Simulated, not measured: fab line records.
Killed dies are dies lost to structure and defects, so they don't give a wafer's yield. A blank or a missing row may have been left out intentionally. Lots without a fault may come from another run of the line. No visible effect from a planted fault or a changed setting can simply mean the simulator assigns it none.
Split-lot experiment    flow n5 finfet    7 lots, 21 wafers read, on a route of 1938 steps

== ON THE SPLIT ==
At N5_WELL_APT_EXPOSE_22 (exposes mask PWELL, defocus 0 nm, target cd 200 nm), the setting dose mj was moved away from the recipe's 23.2 on 8 of the 21 wafers read, by -5.6% to +5.2%. For the rest of the wafers, this setting stayed at what the recipe calls for.

== FROM THE SPLIT TO THE READING: what the file shows between them, 2 steps ==
- N5_WELL_APT_DEVELOP_24: develop time 45 s (also split here: develop time s)
- N5_WELL_APT_HARDBAKE_29: time 120 s

== THE READING ==
cd nm, in nm, at N5_WELL_APT_CD_MEAS_25 (target cd 200 nm). Typical for fault-free wafers on this fab line: 200.0 nm, with standard deviation 1.5 nm.

wafer   tool, chamber at the split  dose mj as run  against the recipe  cd nm, nm  against lot-mates on the recipe
L078.3  krf scanner-02, 0           22.61           -2.5%               194.4      -6.3
L078.5  krf scanner-02, 0           22.61           -2.5%               194.2      -6.5
L078.6  krf scanner-02, 0           23.2            recipe              200.7      -
L081.1  krf scanner-02, 0           23.2            recipe              203.1      -
L081.2  krf scanner-02, 0           24.4            +5.2%               210.9      +9.0
L081.4  krf scanner-02, 0           23.2            recipe              200.7      -
L082.1  krf scanner-01, 0           22.01           -5.1%               189.7      -10.6
L082.3  krf scanner-01, 0           23.2            recipe              200.3      -
L082.6  krf scanner-01, 0           22.01           -5.1%               189.8      -10.5
L083.2  krf scanner-01, 0           23.2            recipe              199.8      -
L083.5  krf scanner-01, 0           23.2            recipe              198.5      -
L083.6  krf scanner-01, 0           23.2            recipe              199.3      -
L084.1  krf scanner-01, 0           22.66           -2.3%               197.2      -5.7
L084.3  krf scanner-01, 0           23.2            recipe              201.9      -
L084.5  krf scanner-01, 0           23.2            recipe              203.8      -
L096.2  krf scanner-01, 0           21.89           -5.6%               188.0      -10.7
L096.3  krf scanner-01, 0           21.89           -5.6%               189.1      -9.6
L096.6  krf scanner-01, 0           23.2            recipe              198.7      -
L097.2  krf scanner-01, 0           23.2            recipe              200.9      -
L097.3  krf scanner-01, 0           23.2            recipe              200.0      -
L097.4  krf scanner-01, 0           23.2            recipe              202.5      -

THE FIT
A straight line over all 21 wafers: cd nm changes by +2.12 nm for each +1% of dose mj; r = +0.97; the points scatter about the line by 1.4 nm.
The same after taking each lot's own level away (the mean of its wafers on the recipe; 21 wafers): +1.91 nm for each +1%; r = +0.98; scatter 0.94 nm.
According to that fit, moving dose mj by its largest amount changes the reading by 11 nm.
Across the lots, their own levels run from 198.70 to 202.85 nm, a range of 2.8 times the standard deviation given above.
Hence the slope depends on the lot-to-lot level, as the two fits are not the same.
Check: with one of the wafers moved furthest among these (-5.6%) left out of the fit, the line predicts -11.1 nm for it against its lot-mates. It came out at -10.7 nm against them.

== FURTHER SPLITS ON THESE WAFERS ==
These wafers also went through other splits before the reading. Each is held against what the fit with the lots' levels taken away leaves over:
other split on the same wafers         wafers away from the commonest value  r with cd nm (lot level and that fit taken away)
N5_ZERO_LAYER_COAT_05 spin rpm         7                                     -0.14
N5_ZERO_LAYER_EXPOSE_08 dose mj        10                                    -0.22
N5_WELL_APT_DEVELOP_24 develop time s  10                                    +0.36

== THE WHOLE CHAIN: every reading that the file lists as answering this split, in the file's order ==
step                    what it does              reading                                                          change (the file's fit)               r (the file's)
N5_WELL_APT_CD_MEAS_25  target cd 200 nm          cd nm                                                            +1.93 nm for each +1% of the setting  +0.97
N5_WELL_APT_DESCUM_30   chemistry O2, time 7.9 s  WELL_APT.cd nm (the simulator's own value, which no gauge read)  +1.94 nm for each +1% of the setting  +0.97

== THE FILE'S OWN FIT ==
cd nm changes by +1.93 nm for each +1% of dose mj, r = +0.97.
